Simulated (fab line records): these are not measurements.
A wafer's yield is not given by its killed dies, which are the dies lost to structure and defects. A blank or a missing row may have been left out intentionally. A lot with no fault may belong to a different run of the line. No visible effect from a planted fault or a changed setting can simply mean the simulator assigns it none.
Chamber matching	flow n5 finfet	3 sister chambers for N5_BEOL_M3_ILD_DEP_00 on pecvd-01
The step deposits SiOC from DEMS/O2, target thk 79 nm, time 15.3 s. 6 wafers are shown with their chamber, then 7 later ones without.

== WAFERS PAIRED WITH THEIR CHAMBERS ==
wafer	chamber	heater power w (W)	throttle valve pct (%)
L337.1	0	371	11.9
L337.5	2	322	11.8
L342.1	2	298	12.1
L342.2	1	467	11.5
L342.3	0	446	11.7
L344.2	1	431	11.5

== WAFERS WITH NO CHAMBER GIVEN ==
wafer	heater power w (W)	throttle valve pct (%)
L344.3	347	12.1
L344.4	416	11.9
L343.2	338	11.9
L343.6	491	12.0
L346.1	408	12.1
L346.4	418	12.4
L346.5	530	11.6

== EACH ONE'S CHAMBER ==
wafer	from the rows above	in truth
L344.3	can't be placed: 2 or 0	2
L344.4	0	0
L343.2	can't be placed: 2 or 0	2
L343.6	can't be placed: 0 or 1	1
L346.1	can't be placed: 0 or 2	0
L346.4	can't be placed: 0 or 2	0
L346.5	can't be placed: 1 or 0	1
1 of 7 placed correctly. Not placeable from these rows: 6 (in 6, the candidates include the true chamber). Placed wrongly: 0.
How it was worked out, from the rows above alone: a wafer's distance from a chamber is the root of the sum, over the readings, of the square of ((its reading less the chamber's mean) divided by the reading's scatter). If the next closest chamber is less than 2 further off than the closest, the wafer can't be placed; otherwise it belongs to the closest. Each chamber's mean is taken over the wafers shown for it. How the scatter is found: for the shown wafers, subtract from each reading the mean of its chamber, square and add these, divide the total by (wafers less chambers), then take the root.
